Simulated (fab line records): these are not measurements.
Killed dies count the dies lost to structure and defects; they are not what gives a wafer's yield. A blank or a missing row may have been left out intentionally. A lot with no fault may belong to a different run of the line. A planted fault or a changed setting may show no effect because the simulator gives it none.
fab line records | flow nandHarc
record lots=13 | wafers=39 | lastDay=33
route steps=1302 shown A_ZERO_WELL@404 A_ONON_D1@432 END@1302
lots with no fault: from the same line, run without faults
startH: hours from the record's first day to the start of the lot's first wafer shown | waitH: hours since the lot's step before | " the same as in the row above | L1.1+2: several wafers, shown together as one row | - either no value or no given start | * or withheld: withheld | < > ~ a bound
route shown NAME@n: NAME is a module with steps in the file, n the number in the route of the first one | usual: average and standard deviation across the fault-free wafers | same: alike in all rows | chamber/n: place in a boat | sites: per-site readings | _std_site: the standard deviation of these | _edge_site: outer sites' mean less inner sites' | radiusMm: for every site, how far away it sits from the centre of the wafer | mask NAME#n: copy n | behind: the last tool/chamber to shape the wafer | hold: reason for holding the lot/hours on hold/outcome of the hold | device: the n, p or np transistor that did not switch | end of line: the route-end tests of the same wafers | a step without rows: its recipe alone | killed: dies lost to structure and defects at the first sort, not the wafer's yield | map: the dies of a wafer, with x for killed, . for not killed, _ for no die there
set.NAME: the setting as run; set.NAME@STEP: as run at that earlier step | model.NAME: the simulator's own value behind a step, which no gauge read
route steps across a sampled set of lots; one table per step, one row per wafer
services: when a tool's chamber went out of use (startH, in hours from the record's first day, below 0 if earlier), for how many hours, and the reason
## steps
# step NHARC_A_ZERO_WELL_ETCH_19
# recipe targetDepthA=800 | overetchA=240 | timeS=87.88 | ionEnergyEv=200 | n2FlowSccm=150 | h2FlowSccm=150 | arFlowSccm=0 | rfW=400 | biasW=150 | chemistry=N2/H2
# usual drypumpMotorCurrentA=5.5/0.53 | oesProductAu=1.002/0.012 | rfVppV=430.4/2.3 | showerheadPlenumPTorr=2.04/0.075 | throttleValvePct=14.171/0.0094
lot.wafer | tool       | chamber | startH | waitH | drypumpMotorCurrentA | oesProductAu | rfHoursCounterH | rfVppV | showerheadPlenumPTorr | throttleValvePct
L440.2    | rieDiel-12 | 3       | 148.83 | 0.1   | 5.1                  | 0.985        | 1               | 431.7  | 2.13                  | 14.189
L440.3    | "          | 0       | "      | "     | 4.8                  | 0.993        | 1               | 427.3  | 1.92                  | 14.173
L440.4    | "          | 1       | "      | "     | 5.7                  | 1.016        | 1               | 430.8  | 2.06                  | 14.185
L443.3    | rieDiel-12 | 1       | 178.37 | 0.1   | 5.7                  | 1.019        | 2               | 430.2  | 2.06                  | 14.160
L443.1    | "          | 2       | "      | "     | 6.1                  | 1.003        | 2               | 432.1  | 2.08                  | 14.159
L443.2    | "          | 3       | "      | "     | 5.1                  | 0.990        | 2               | 434.5  | 2.13                  | 14.166
L444.1    | rieDiel-12 | 2       | 193.18 | 0.1   | 6.1                  | 0.996        | 2               | 432.5  | 2.08                  | 14.185
L444.4    | "          | 1       | "      | "     | 5.7                  | 1.015        | 2               | 430.8  | 2.06                  | 14.154
L444.6    | "          | 2       | "      | "     | 6.1                  | 0.989        | -               | 432.2  | 2.08                  | 14.171
L445.4    | rieDiel-02 | 1       | 194.22 | 0.1   | 5.8                  | 0.992        | 24              | 431.2  | 2.04                  | 14.177
L445.1    | "          | 3       | "      | "     | 6.5                  | 0.991        | 20              | 430.7  | 2.02                  | 14.161
L445.6    | "          | 1       | "      | "     | 5.8                  | 1.016        | -               | 430.6  | 2.04                  | 14.186
L447.3    | rieDiel-12 | 0       | 214.90 | 0.1   | 4.8                  | 1.022        | 2               | 428.0  | 1.92                  | 14.165
L447.2    | "          | 2       | "      | "     | 6.1                  | 0.995        | 2               | 432.2  | 2.08                  | 14.178
L447.6    | "          | 1       | "      | "     | 5.7                  | 1.031        | -               | 432.7  | 2.06                  | 14.165
L446.2    | rieDiel-02 | 1       | 215.90 | 0.1   | 5.7                  | 0.990        | 28              | 431.1  | 2.04                  | 14.180
L446.1    | "          | 2       | "      | "     | 5.2                  | 1.007        | 29              | 427.1  | 1.89                  | 14.174
L446.5    | "          | 0       | "      | "     | 4.9                  | 1.005        | -               | 429.6  | 2.07                  | 14.175
L448.4    | rieDiel-02 | 3       | 231.18 | 0.1   | 6.5                  | 0.996        | 0               | 430.4  | 2.02                  | 14.175
L448.3    | "          | 0       | "      | "     | 4.9                  | 0.999        | 0               | 430.3  | 2.07                  | 14.168
L448.5    | "          | 3       | "      | "     | 6.5                  | 1.012        | -               | 428.7  | 2.02                  | 14.166
L449.4    | rieDiel-12 | 2       | 240.97 | 0.1   | 6.1                  | 0.995        | 3               | 431.1  | 2.08                  | 14.157
L449.2    | "          | 3       | "      | "     | 5.1                  | 0.982        | 3               | 433.2  | 2.13                  | 14.174
L449.1    | "          | 1       | "      | "     | 5.7                  | 1.035        | 3               | 430.9  | 2.06                  | 14.169
L456.2    | rieDiel-12 | 0       | 310.91 | 0.1   | 4.8                  | 0.989        | 1               | 428.3  | 1.92                  | 14.165
L456.5    | "          | 0       | "      | "     | 4.8                  | 0.988        | -               | 426.7  | 1.92                  | 14.161
L456.6    | "          | 1       | "      | "     | 5.7                  | 1.002        | -               | 432.1  | 2.06                  | 14.174
L458.4    | rieDiel-12 | 0       | 332.49 | 0.1   | 4.8                  | 0.994        | 2               | 427.5  | 1.92                  | 14.176
L458.3    | "          | 1       | "      | "     | 5.7                  | 1.010        | 2               | 432.0  | 2.06                  | 14.171
L458.5    | "          | 3       | "      | "     | 5.1                  | 1.011        | -               | 432.1  | 2.13                  | 14.160
L459.1    | rieDiel-12 | 2       | 338.14 | 0.1   | 6.1                  | 0.987        | 2               | 432.1  | 2.08                  | 14.163
L459.5    | "          | 0       | "      | "     | 4.8                  | 1.001        | -               | 426.6  | 1.92                  | 14.159
L459.6    | "          | 1       | "      | "     | 5.7                  | 1.010        | -               | 431.2  | 2.06                  | 14.169
L461.4    | rieDiel-12 | 1       | 357.10 | 0.1   | 5.7                  | 1.004        | 3               | 431.9  | 2.06                  | 14.182
L461.3    | "          | 2       | "      | "     | 6.1                  | 0.993        | 3               | 430.2  | 2.08                  | 14.157
L461.6    | "          | 1       | "      | "     | 5.7                  | 1.013        | -               | 430.9  | 2.06                  | 14.166
L462.1    | rieDiel-12 | 0       | 369.45 | 0.1   | 4.8                  | 1.007        | 2               | 424.0  | 1.92                  | 14.178
L462.4    | "          | 1       | "      | "     | 5.7                  | 0.992        | 3               | 431.0  | 2.06                  | 14.157
L462.5    | "          | 2       | "      | "     | 6.1                  | 0.996        | -               | 431.7  | 2.07                  | 14.171
# step NHARC_A_ZERO_WELL_RTA_16
# recipe tempC=1000 | timeS=10
# usual lampPowerPct=33.1/1.5 | lamp_zone_6_pct=33.0/1.5 | wafer_temp_C_max=1003.7/0.9
lot.wafer | tool         | chamber | startH | waitH | lampPowerPct | lamp_zone_6_pct | wafer_temp_C_max
L440.2    | rtpAnneal-02 | 0       | 149.87 | -     | 34.4         | 34.3            | 1002.3
L440.3    | "            | 0       | "      | "     | 34.4         | 34.3            | 1003.6
L440.4    | "            | 0       | "      | "     | 34.3         | 34.3            | 1003.2
L443.1    | rtpAnneal-01 | 0       | 179.40 | -     | 31.5         | 31.4            | 1004.0
L443.2    | "            | 0       | "      | "     | 31.4         | 31.3            | 1004.0
L443.3    | "            | 0       | "      | "     | 31.4         | 31.4            | 1004.0
L444.1    | rtpAnneal-01 | 0       | 194.21 | -     | 31.5         | 31.4            | 1004.7
L444.4    | "            | 0       | "      | "     | 31.4         | 31.4            | 1005.6
L444.6    | "            | 0       | "      | "     | 31.4         | 31.4            | 1005.2
L445.1    | rtpAnneal-02 | 0       | 195.23 | -     | 34.5         | 34.4            | 1003.0
L445.4    | "            | 0       | "      | "     | 34.4         | 34.4            | 1002.9
L445.6    | "            | 0       | "      | "     | 34.4         | 34.4            | 1003.1
L447.2    | rtpAnneal-01 | 0       | 216.07 | 0.1   | 31.4         | 31.4            | 1005.6
L447.3    | "            | 0       | "      | "     | 31.4         | 31.4            | 1003.3
L447.6    | "            | 0       | "      | "     | 31.4         | 31.4            | 1004.1
L446.1    | rtpAnneal-01 | 0       | 217.01 | 0.1   | 31.4         | 31.4            | 1003.9
L446.2    | "            | 0       | "      | "     | 31.5         | 31.3            | 1003.5
L446.5    | "            | 0       | "      | "     | 31.4         | 31.4            | 1004.3
L448.3    | rtpAnneal-02 | 0       | 232.26 | -     | 34.4         | 34.3            | 1003.8
L448.4    | "            | 0       | "      | "     | 34.4         | 34.3            | 1003.7
L448.5    | "            | 0       | "      | "     | 34.4         | 34.3            | 1004.7
L449.1    | rtpAnneal-01 | 0       | 242.04 | -     | 31.4         | 31.3            | 1004.6
L449.2    | "            | 0       | "      | "     | 31.5         | 31.3            | 1005.9
L449.4    | "            | 0       | "      | "     | 31.5         | 31.4            | 1004.4
L456.2    | rtpAnneal-02 | 0       | 311.96 | -     | 34.4         | 34.4            | 1002.5
L456.5    | "            | 0       | "      | "     | 34.5         | 34.3            | 1003.2
L456.6    | "            | 0       | "      | "     | 34.4         | 34.4            | 1002.1
L458.3    | rtpAnneal-02 | 0       | 333.57 | -     | 34.5         | 34.4            | 1002.5
L458.4    | "            | 0       | "      | "     | 34.4         | 34.4            | 1002.8
L458.5    | "            | 0       | "      | "     | 34.4         | 34.4            | 1003.7
L459.1    | rtpAnneal-02 | 0       | 339.18 | -     | 34.5         | 34.4            | 1004.2
L459.5    | "            | 0       | "      | "     | 34.4         | 34.5            | 1003.3
L459.6    | "            | 0       | "      | "     | 34.5         | 34.3            | 1004.3
L461.3    | rtpAnneal-02 | 0       | 358.18 | -     | 34.4         | 34.4            | 1002.4
L461.4    | "            | 0       | "      | "     | 34.4         | 34.4            | 1002.5
L461.6    | "            | 0       | "      | "     | 34.4         | 34.4            | 1002.3
L462.1    | rtpAnneal-02 | 0       | 370.47 | -     | 34.4         | 34.3            | 1002.3
L462.4    | "            | 0       | "      | "     | 34.4         | 34.4            | 1003.4
L462.5    | "            | 0       | "      | "     | 34.4         | 34.3            | 1003.8
# step NHARC_A_ZERO_WELL_INSPECT_17
# usual rawDefectCount=10/5.3
lot.wafer | tool             | chamber | startH | waitH | rawDefectCount
L440.2    | defectInspect-01 | -       | 150.04 | 0.1   | 11
L440.3    | "                | -       | "      | "     | 10
L440.4    | "                | -       | "      | "     | 10
L443.1    | defectInspect-01 | -       | 179.60 | 0.2   | 10
L443.2    | "                | -       | "      | "     | 14
L443.3    | "                | -       | "      | "     | 6
L444.1    | defectInspect-01 | -       | 194.41 | 0.2   | 3
L444.4    | "                | -       | "      | "     | 6
L444.6    | "                | -       | "      | "     | 8
L445.1    | defectInspect-01 | -       | 195.43 | 0.2   | 15
L445.4    | "                | -       | "      | "     | 15
L445.6    | "                | -       | "      | "     | 20
L447.2    | defectInspect-02 | -       | 216.24 | 0.1   | 6
L447.3    | "                | -       | "      | "     | 6
L447.6    | "                | -       | "      | "     | 8
L446.1    | defectInspect-01 | -       | 217.21 | 0.2   | 12
L446.2    | "                | -       | "      | "     | 5
L446.5    | "                | -       | "      | "     | 5
L448.3    | defectInspect-02 | -       | 232.40 | 0.1   | 9
L448.4    | "                | -       | "      | "     | 14
L448.5    | "                | -       | "      | "     | 7
L449.1    | defectInspect-01 | -       | 242.23 | 0.2   | 16
L449.2    | "                | -       | "      | "     | 11
L449.4    | "                | -       | "      | "     | 17
L456.2    | defectInspect-02 | -       | 312.13 | 0.1   | 9
L456.5    | "                | -       | "      | "     | 8
L456.6    | "                | -       | "      | "     | 5
L458.3    | defectInspect-01 | -       | 333.71 | 0.1   | 6
L458.4    | "                | -       | "      | "     | 12
L458.5    | "                | -       | "      | "     | 18
L459.1    | defectInspect-02 | -       | 339.37 | 0.2   | 12
L459.5    | "                | -       | "      | "     | 18
L459.6    | "                | -       | "      | "     | 5
L461.3    | defectInspect-01 | -       | 358.32 | 0.1   | 11
L461.4    | "                | -       | "      | "     | 2
L461.6    | "                | -       | "      | "     | 19
L462.1    | defectInspect-01 | -       | 370.66 | 0.2   | 7
L462.4    | "                | -       | "      | "     | 5
L462.5    | "                | -       | "      | "     | 12
# step NHARC_A_ONON_D1_DEP_12
# recipe targetThkA=10000 | n2FlowSccm=2750 | n2oFlowSccm=2000 | nh3FlowSccm=500 | sih4FlowSccm=210 | tempC=400
lot.wafer  | tool         | chamber | startH | waitH
L440.2+3+4 | pecvdOnon-04 | 0       | 172.77 | 0.1
L443.1+2+3 | pecvdOnon-01 | 0       | 202.58 | 0.1
L445.1+4+6 | pecvdOnon-02 | 0       | 217.33 | 0.1
L444.1+4+6 | pecvdOnon-04 | 0       | 217.35 | 0.1
L446.1+2+5 | pecvdOnon-02 | 0       | 240.06 | 0.1
L447.2+3+6 | pecvdOnon-01 | 0       | 240.13 | 0.1
L448.3+4+5 | pecvdOnon-02 | 0       | 256.84 | 0.2
L449.1+2+4 | pecvdOnon-04 | 0       | 264.84 | 0.1
L456.2+5+6 | pecvdOnon-04 | 0       | 336.68 | 0.1
L458.3+4+5 | pecvdOnon-04 | 0       | 356.04 | 0.2
L459.1+5+6 | pecvdOnon-02 | 0       | 362.37 | 0.1
L461.3+4+6 | pecvdOnon-02 | 0       | 383.44 | 0.2
L462.1+4+5 | pecvdOnon-02 | 0       | 394.37 | 0.1
# step NHARC_A_ONON_D1_THK_MEAS_14
# recipe thkMeasGauge=ellipsometry
# usual thkNm=997/8.7
lot.wafer | tool         | chamber | startH | waitH | hold                    | thkNm
L440.2    | filmMetro-02 | -       | 173.25 | -     | -                       | 1013
L440.3    | "            | -       | "      | "     | -                       | 1013
L440.4    | "            | -       | "      | "     | -                       | 1013
L443.1    | filmMetro-01 | -       | 203.09 | -     | -                       | 1004
L443.2    | "            | -       | "      | "     | -                       | 1005
L443.3    | "            | -       | "      | "     | -                       | 1005
L445.1    | filmMetro-01 | -       | 217.85 | -     | -                       | 1004
L445.4    | "            | -       | "      | "     | -                       | 1004
L445.6    | "            | -       | "      | "     | -                       | 1005
L444.1    | filmMetro-02 | -       | 217.89 | -     | -                       | 1000
L444.4    | "            | -       | "      | "     | -                       | 999
L444.6    | "            | -       | "      | "     | -                       | 998
L446.1    | filmMetro-01 | -       | 240.56 | -     | -                       | 1007
L446.2    | "            | -       | "      | "     | -                       | 1005
L446.5    | "            | -       | "      | "     | -                       | 1006
L447.2    | filmMetro-02 | -       | 240.58 | -     | -                       | 994
L447.3    | "            | -       | "      | "     | -                       | 996
L447.6    | "            | -       | "      | "     | -                       | 997
L448.3    | filmMetro-02 | -       | 257.24 | -     | -                       | 992
L448.4    | "            | -       | "      | "     | -                       | 994
L448.5    | "            | -       | "      | "     | -                       | 992
L449.1    | filmMetro-02 | -       | 265.38 | -     | -                       | 996
L449.2    | "            | -       | "      | "     | -                       | 996
L449.4    | "            | -       | "      | "     | -                       | 996
L456.2    | filmMetro-02 | -       | 337.13 | -     | awaitDispo/0.2h/release | 1855
L456.5    | "            | -       | "      | "     | awaitDispo/0.2h/release | 1854
L456.6    | "            | -       | "      | "     | awaitDispo/0.2h/release | 1854
L456.2    | filmMetro-02 | -       | 337.30 | 0.2   | -                       | 1856
L456.5    | "            | -       | "      | "     | -                       | 1855
L456.6    | "            | -       | "      | "     | -                       | 1854
L458.3    | filmMetro-01 | -       | 356.44 | -     | awaitDispo/0.2h/release | 1847
L458.4    | "            | -       | "      | "     | awaitDispo/0.2h/release | 1847
L458.5    | "            | -       | "      | "     | awaitDispo/0.2h/release | 1848
L458.3    | filmMetro-01 | -       | 356.62 | 0.2   | -                       | 1846
L458.4    | "            | -       | "      | "     | -                       | 1847
L458.5    | "            | -       | "      | "     | -                       | 1848
L459.1    | filmMetro-01 | -       | 362.88 | -     | -                       | 997
L459.5    | "            | -       | "      | "     | -                       | 996
L459.6    | "            | -       | "      | "     | -                       | 996
L461.3    | filmMetro-01 | -       | 383.84 | -     | -                       | 999
L461.4    | "            | -       | "      | "     | -                       | 1001
L461.6    | "            | -       | "      | "     | -                       | 1001
L462.1    | filmMetro-01 | -       | 394.89 | -     | -                       | 998
L462.4    | "            | -       | "      | "     | -                       | 997
L462.5    | "            | -       | "      | "     | -                       | 996
# step NHARC_END_SORT_01
# recipe tempC=25
# usual defectLimitedYield=91/3 | killedAtArray=56/20 | killedAtOther=0.9/1.1 | killedAtPeriphery=3.7/3 | killedDies=61/21 | killedOpen=2.9/1.6 | killedShort=2.6/1.4
# same grossDies=677
lot.wafer | tool      | chamber | startH | waitH | defectLimitedYield[%] | killedAtArray | killedAtOther | killedAtPeriphery | killedDies | killedOpen | killedShort
L443.1    | prober-01 | 0       | 596.24 | 2.5   | 92                    | 54            | 1             | 1                 | 56         | 3          | 2
L443.2    | prober-01 | 0       | 597.06 | 2.8   | 88                    | 77            | 0             | 3                 | 80         | 4          | 4
L443.3    | prober-01 | 0       | 597.87 | 3.1   | 88                    | 76            | 0             | 5                 | 81         | 3          | 3
L444.1    | prober-01 | 0       | 614.94 | 2.5   | 93                    | 42            | 1             | 2                 | 45         | 3          | 3
L444.4    | prober-01 | 0       | 617.31 | 3.4   | 93                    | 47            | 0             | 0                 | 47         | 1          | 2
L444.6    | prober-01 | 0       | 618.88 | 3.9   | 92                    | 52            | 0             | 0                 | 52         | 0          | 3
L445.1    | prober-02 | 0       | 614.94 | 2.5   | 88                    | 76            | 0             | 2                 | 78         | 0          | 3
L445.4    | prober-02 | 0       | 617.36 | 3.4   | 90                    | 63            | 1             | 2                 | 66         | 3          | 4
L445.6    | prober-02 | 0       | 618.98 | 4.0   | 89                    | 72            | 0             | 1                 | 73         | 2          | 2
L446.1    | prober-02 | 0       | 640.07 | 2.5   | 90                    | 64            | 0             | 4                 | 68         | 6          | 2
L446.2    | prober-02 | 0       | 640.88 | 2.8   | 88                    | 77            | 0             | 1                 | 78         | 3          | 3
L446.5    | prober-02 | 0       | 643.30 | 3.7   | 88                    | 83            | 0             | 1                 | 84         | 2          | 2
L447.2    | prober-01 | 0       | 640.87 | 2.8   | 93                    | 46            | 0             | 1                 | 47         | 5          | 6
L447.3    | prober-01 | 0       | 641.67 | 3.1   | 94                    | 38            | 0             | 3                 | 41         | 2          | 1
L447.6    | prober-01 | 0       | 644.06 | 4.0   | 94                    | 35            | 1             | 2                 | 38         | 3          | 5
L448.3    | prober-01 | 0       | 663.45 | 3.1   | 93                    | 41            | 1             | 7                 | 49         | 6          | 4
L449.1    | prober-02 | 0       | 668.87 | 2.5   | 86                    | 89            | 2             | 5                 | 96         | 0          | 2
L449.2    | prober-02 | 0       | 669.67 | 2.8   | 88                    | 77            | 2             | 2                 | 81         | 1          | 1
L449.4    | prober-02 | 0       | 671.27 | 3.4   | 91                    | 58            | 1             | 3                 | 62         | 5          | 4
L462.1    | prober-01 | 0       | 779.38 | 2.5   | 89                    | 73            | 1             | 3                 | 77         | 3          | 2
L462.4    | prober-01 | 0       | 781.77 | 3.4   | 92                    | 52            | 0             | 3                 | 55         | 2          | 4
L462.5    | prober-01 | 0       | 782.56 | 3.7   | 92                    | 49            | 1             | 2                 | 52         | 4          | 1
# killed by level:class
L443.1 A_SLIT:chamberFilmFlake=26 A_CHANNEL_HOLE_D2:chamberFilmFlake=21 A_CONTACT:chamberFilmFlake=2 A_ONON_D1:geometricParticle:open=1 A_ONON_D2:geometricParticle:short=1 A_ONON_D2:geometricParticle:open=1 A_CHANNEL_FILL_D2:geometricParticle:short=1 P_GATE:chamberFilmFlake=1
L443.2 A_CHANNEL_HOLE_D2:chamberFilmFlake=35 A_SLIT:chamberFilmFlake=24 A_CHANNEL_HOLE_D1:chamberFilmFlake=4 A_CONTACT:chamberFilmFlake=3 A_STAIRCASE:chamberFilmFlake=3 A_M0:geometricParticle:open=2 P_CONTACT:geometricParticle:short=1 P_M2:geometricParticle:open=1
L443.3 A_CHANNEL_HOLE_D2:chamberFilmFlake=37 A_SLIT:chamberFilmFlake=23 A_CONTACT:chamberFilmFlake=4 A_CHANNEL_HOLE_D1:chamberFilmFlake=3 A_STAIRCASE:chamberFilmFlake=2 A_WL_FILL:chamberFilmFlake=2 P_CONTACT:geometricParticle:open=1 P_M0:geometricParticle:short=1
L444.1 A_SLIT:chamberFilmFlake=24 A_CHANNEL_HOLE_D2:chamberFilmFlake=9 A_CHANNEL_FILL_D1:geometricParticle:short=2 A_CHANNEL_FILL_D2:geometricParticle:open=2 A_CONTACT:chamberFilmFlake=2 P_STI:geometricParticle:short=1 A_CHANNEL_FILL_D1:geometricParticle:open=1 P_ZERO_WELL:chamberFilmFlake=1
L445.1 A_SLIT:chamberFilmFlake=28 A_CHANNEL_HOLE_D2:chamberFilmFlake=26 A_CONTACT:chamberFilmFlake=11 A_WL_FILL:chamberFilmFlake=4 A_SGD_CUT:chamberFilmFlake=3 A_ONON_D2:geometricParticle:short=2 P_ZERO_WELL:chamberFilmFlake=2 A_WL_FILL:geometricParticle:short=1
L444.4 A_SLIT:chamberFilmFlake=32 A_CHANNEL_HOLE_D2:chamberFilmFlake=5 A_CHANNEL_HOLE_D1:chamberFilmFlake=2 A_CHANNEL_FILL_D1:chamberFilmFlake=2 A_CONTACT:chamberFilmFlake=2 A_ONON_D1:geometricParticle:short=1 A_CHANNEL_FILL_D1:geometricParticle:short=1 A_ONON_D2:geometricParticle:open=1
L445.4 A_SLIT:chamberFilmFlake=26 A_CHANNEL_HOLE_D2:chamberFilmFlake=16 A_CONTACT:chamberFilmFlake=6 A_WL_FILL:chamberFilmFlake=4 A_CHANNEL_HOLE_D1:chamberFilmFlake=3 A_SGD_CUT:chamberFilmFlake=3 A_CHANNEL_FILL_D2:geometricParticle:short=2 P_M2:geometricParticle:open=1
L444.6 A_SLIT:chamberFilmFlake=36 A_CHANNEL_HOLE_D2:chamberFilmFlake=4 A_ZERO_WELL:chamberFilmFlake=2 A_CHANNEL_HOLE_D1:chamberFilmFlake=2 A_CHANNEL_FILL_D1:chamberFilmFlake=2 A_CHANNEL_FILL_D1:geometricParticle:short=1 A_ONON_D2:geometricParticle:short=1 A_M0:geometricParticle:short=1
L445.6 A_SLIT:chamberFilmFlake=38 A_CHANNEL_HOLE_D2:chamberFilmFlake=18 A_CONTACT:chamberFilmFlake=7 A_CHANNEL_HOLE_D1:chamberFilmFlake=2 A_CHANNEL_FILL_D1:chamberFilmFlake=2 A_DECK1_JOINT:geometricParticle:short=1 A_ONON_D2:geometricParticle:open=1 A_WL_FILL:geometricParticle:short=1
L446.1 A_SLIT:chamberFilmFlake=31 A_CHANNEL_HOLE_D2:chamberFilmFlake=18 A_CHANNEL_HOLE_D1:chamberFilmFlake=4 A_CONTACT:chamberFilmFlake=3 A_M0:geometricParticle:open=2 P_ZERO_WELL:chamberFilmFlake=2 P_M0:geometricParticle:open=1 A_ONON_D1:geometricParticle:open=1
L447.2 A_CONTACT:chamberFilmFlake=14 A_CHANNEL_HOLE_D2:chamberFilmFlake=10 A_CHANNEL_HOLE_D1:chamberFilmFlake=7 A_WL_FILL:geometricParticle:short=3 A_WL_FILL:geometricParticle:open=2 A_CONTACT:geometricParticle:open=2 A_SGD_CUT:chamberFilmFlake=2 P_M0:geometricParticle:open=1
L446.2 A_CHANNEL_HOLE_D2:chamberFilmFlake=33 A_SLIT:chamberFilmFlake=29 A_M0:geometricParticle:open=3 A_CHANNEL_FILL_D1:geometricParticle:short=2 A_CHANNEL_HOLE_D1:chamberFilmFlake=2 A_CHANNEL_FILL_D2:chamberFilmFlake=2 A_WL_FILL:chamberFilmFlake=2 A_CHANNEL_HOLE_D1:geometricParticle:short=1
L447.3 A_CHANNEL_HOLE_D2:chamberFilmFlake=12 A_CONTACT:chamberFilmFlake=12 A_CHANNEL_HOLE_D1:chamberFilmFlake=4 A_WL_FILL:chamberFilmFlake=3 P_ZERO_WELL:chamberFilmFlake=2 A_SLIT:chamberFilmFlake=2 A_CHANNEL_FILL_D1:geometricParticle:open=1 A_CHANNEL_HOLE_D2:geometricParticle:short=1
L446.5 A_SLIT:chamberFilmFlake=33 A_CHANNEL_HOLE_D2:chamberFilmFlake=29 A_CHANNEL_HOLE_D1:chamberFilmFlake=9 A_CONTACT:chamberFilmFlake=4 A_WL_FILL:chamberFilmFlake=2 P_GATE:geometricParticle:open=1 A_CHANNEL_FILL_D2:geometricParticle:open=1 A_CHANNEL_FILL_D2:geometricParticle:short=1
L447.6 A_CHANNEL_HOLE_D2:chamberFilmFlake=11 A_CONTACT:chamberFilmFlake=8 A_CHANNEL_FILL_D1:chamberFilmFlake=3 A_WL_FILL:geometricParticle:short=2 A_M0:geometricParticle:open=2 A_CHANNEL_HOLE_D1:chamberFilmFlake=2 A_STAIRCASE:chamberFilmFlake=2 A_SLIT:chamberFilmFlake=2
L448.3 A_CHANNEL_HOLE_D2:chamberFilmFlake=19 A_CHANNEL_HOLE_D1:chamberFilmFlake=7 P_M0:chamberFilmFlake=4 A_CONTACT:chamberFilmFlake=4 A_STAIRCASE:chamberFilmFlake=3 P_CONTACT:geometricParticle:open=1 P_CONTACT:geometricParticle:short=1 P_M2:geometricParticle:open=1
L449.1 A_SLIT:chamberFilmFlake=33 A_CHANNEL_HOLE_D1:chamberFilmFlake=30 A_CHANNEL_HOLE_D2:chamberFilmFlake=14 A_CONTACT:chamberFilmFlake=4 P_GATE:chamberFilmFlake=3 A_STAIRCASE:chamberFilmFlake=3 P_STI:chamberFilmFlake=2 A_BLC:chamberFilmFlake=2
L449.2 A_SLIT:chamberFilmFlake=25 A_CHANNEL_HOLE_D1:chamberFilmFlake=23 A_CHANNEL_HOLE_D2:chamberFilmFlake=16 A_CONTACT:chamberFilmFlake=5 A_STAIRCASE:chamberFilmFlake=3 P_GATE:chamberFilmFlake=2 A_SGD_CUT:geometricParticle:open=1 A_WL_FILL:geometricParticle:short=1
L449.4 A_CHANNEL_HOLE_D1:chamberFilmFlake=21 A_SLIT:chamberFilmFlake=18 A_CHANNEL_HOLE_D2:chamberFilmFlake=6 A_CONTACT:chamberFilmFlake=3 A_BONDPAD:chamberFilmFlake=3 A_ONON_D1:geometricParticle:short=2 P_GATE:geometricParticle:open=1 A_ONON_D1:geometricParticle:open=1
L462.1 A_SLIT:chamberFilmFlake=43 A_CHANNEL_HOLE_D1:chamberFilmFlake=25 P_M0:geometricParticle:short=1 P_M0:geometricParticle:open=1 P_M1:geometricParticle:open=1 A_ONON_D1:geometricParticle:open=1 A_M0:geometricParticle:short=1 A_CHANNEL_FILL_D1:chamberFilmFlake=1
L462.4 A_SLIT:chamberFilmFlake=22 A_CHANNEL_HOLE_D1:chamberFilmFlake=18 A_CONTACT:chamberFilmFlake=6 A_CHANNEL_FILL_D2:geometricParticle:short=2 P_ZERO_WELL:chamberFilmFlake=2 P_M1:geometricParticle:open=1 A_CHANNEL_FILL_D2:geometricParticle:open=1 A_WL_FILL:geometricParticle:short=1
L462.5 A_SLIT:chamberFilmFlake=27 A_CHANNEL_HOLE_D1:chamberFilmFlake=13 A_CONTACT:chamberFilmFlake=2 A_ONON_D1:geometricParticle:open=1 A_CHANNEL_FILL_D1:geometricParticle:open=1 A_DECK1_JOINT:geometricParticle:short=1 A_CHANNEL_HOLE_D2:geometricParticle:open=1 A_M0:geometricParticle:open=1
## services
tool         | chamber | startH | hours | kind
rieDiel-12   | 0       | 124.90 | -     | clean
rieDiel-12   | 1       | 124.90 | -     | clean
rieDiel-12   | 2       | 124.90 | -     | clean
rieDiel-12   | 3       | 124.90 | -     | clean
rieDiel-12   | 0       | 128.27 | 2.9   | repair
pecvdOnon-04 | -       | 130.00 | 13.0  | pm
rieDiel-02   | 2       | 133.25 | 1.4   | repair
rieDiel-12   | 0       | 149.40 | -     | clean
rieDiel-12   | 1       | 149.40 | -     | clean
rieDiel-12   | 2       | 149.40 | -     | clean
rieDiel-12   | 3       | 158.13 | 2.6   | repair
rieDiel-12   | 0       | 179.31 | 9.6   | repair
pecvdOnon-02 | -       | 185.00 | 13.0  | pm
rieDiel-02   | -       | 216.71 | 9.0   | pm
rieDiel-12   | -       | 268.40 | 9.0   | pm
pecvdOnon-01 | -       | 269.00 | 13.0  | pm
rieDiel-02   | 1       | 271.40 | 3.1   | repair
pecvdOnon-04 | -       | 311.00 | 13.0  | pm
rieDiel-02   | 1       | 317.81 | 2.1   | repair
rieDiel-02   | -       | 365.63 | 4.0   | repair
pecvdOnon-02 | -       | 366.32 | 13.0  | pm
rtpAnneal-01 | -       | 372.00 | 12.0  | pm
rieDiel-02   | 1       | 382.41 | 2.6   | repair
rieDiel-02   | -       | 393.71 | 9.0   | pm
## key
firstSign step=NHARC_A_ONON_D1_THK_MEAS_14 | reading=visit | direction=added
effect step=NHARC_A_ONON_D1_THK_MEAS_14 | reading=thkNm | direction=up | sigmas=98 | usual=997 | struck=1851
metAt NHARC_A_ONON_D1_DEP_12
struckLots L456,L458
scrappedBehind NHARC_A_ONON_D1_THK_MEAS_14 L456.2,L456.5,L456.6,L458.3,L458.4,L458.5
notActingAt NHARC_A_ZERO_WELL_ETCH_19,NHARC_A_ZERO_WELL_RTA_16,NHARC_A_ZERO_WELL_INSPECT_17
onsetBetween 264.84 336.68
fault kind=processParameterDrift | tool=pecvdOnon-04 | chamber=- | onsetH=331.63 | steps=NHARC_A_ONON_D1_DEP_12 | channel=targetThkA | offset=* | shape=step | endH=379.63 | actsIn=* | stated=*
